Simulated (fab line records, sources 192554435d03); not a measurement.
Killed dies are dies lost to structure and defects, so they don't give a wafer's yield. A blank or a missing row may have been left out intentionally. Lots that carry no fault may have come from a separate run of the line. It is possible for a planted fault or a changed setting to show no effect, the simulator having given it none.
Which of the tools did it? / flow n5Finfet / at 1 step of a route of 1938, 11 lots with 33 wafers sampled

== WHAT EACH GAUGE READ, for each wafer ==
N5_BEOL_M8_OCD_MEAS_38.
lot=L664; measured=day 9 14:43; on=ocd-01; trenchDepthNm (nm)=91.4 93.9 92.9
lot=L665; measured=day 9 20:41; on=ocd-02; trenchDepthNm (nm)=96.2 93.6 94.2
lot=L668; measured=day 10 06:30; on=ocd-02; trenchDepthNm (nm)=91.7 93.0 93.0
lot=L669; measured=day 10 10:04; on=ocd-02; trenchDepthNm (nm)=92.4 92.8 94.1
lot=L670; measured=day 11 04:08; on=ocd-02; trenchDepthNm (nm)=91.8 92.9 94.4
lot=L672; measured=day 11 07:44; on=ocd-01; trenchDepthNm (nm)=92.1 92.9 92.8
lot=L673; measured=day 11 20:04; on=ocd-01; trenchDepthNm (nm)=93.5 92.2 92.7
lot=L674; measured=day 11 22:08; on=ocd-02; trenchDepthNm (nm)=95.3 93.4 94.1
lot=L676; measured=day 12 08:32; on=ocd-02; trenchDepthNm (nm)=93.6 92.9 95.0
lot=L677; measured=day 12 17:50; on=ocd-02; trenchDepthNm (nm)=94.1 96.0 94.4
lot=L683; measured=day 14 04:17; on=ocd-01; trenchDepthNm (nm)=92.4 92.8 94.6

== EACH LOT AND THE TOOL THAT RAN IT (in order: tool; ch and the chambers of the sampled wafers; start) ==
Before these readings, the record contains no process step.

== WHAT THE TOOLS THEMSELVES READ (means of the sampled wafers that have a number; where no wafer has one, the mark that the record gives instead) ==
The record holds no such reading with a usual standard deviation.

== THE ANSWER, worked out from the rows above alone ==
Rule: usual is defined by the lots themselves. Put in order of their means at a reading, lots are off if they are a third of the lots or fewer, leave a main group of 4 or more, and stand apart from it by a gap of 3 or more times the standard deviation of the main group's means; of several such gaps the widest counts. A main group is skipped when, at the precision printed for the reading in the tables above, its means are all equal. A lot without any number at a reading at which 4 lots or more have one is off too. Any other lot the step has rows for is counted as sound. After the gauges, taken in route order, come the tools' own readings; for these a lot's mean is taken, as printed above. At the first step where some lot is off, the reading lying furthest off is the one used; lots without a number count as furthest.
No lot is off on any of the readings shown, so nothing can be concluded from this.

== WHAT WAS PUT IN BY THE SIMULATOR ==
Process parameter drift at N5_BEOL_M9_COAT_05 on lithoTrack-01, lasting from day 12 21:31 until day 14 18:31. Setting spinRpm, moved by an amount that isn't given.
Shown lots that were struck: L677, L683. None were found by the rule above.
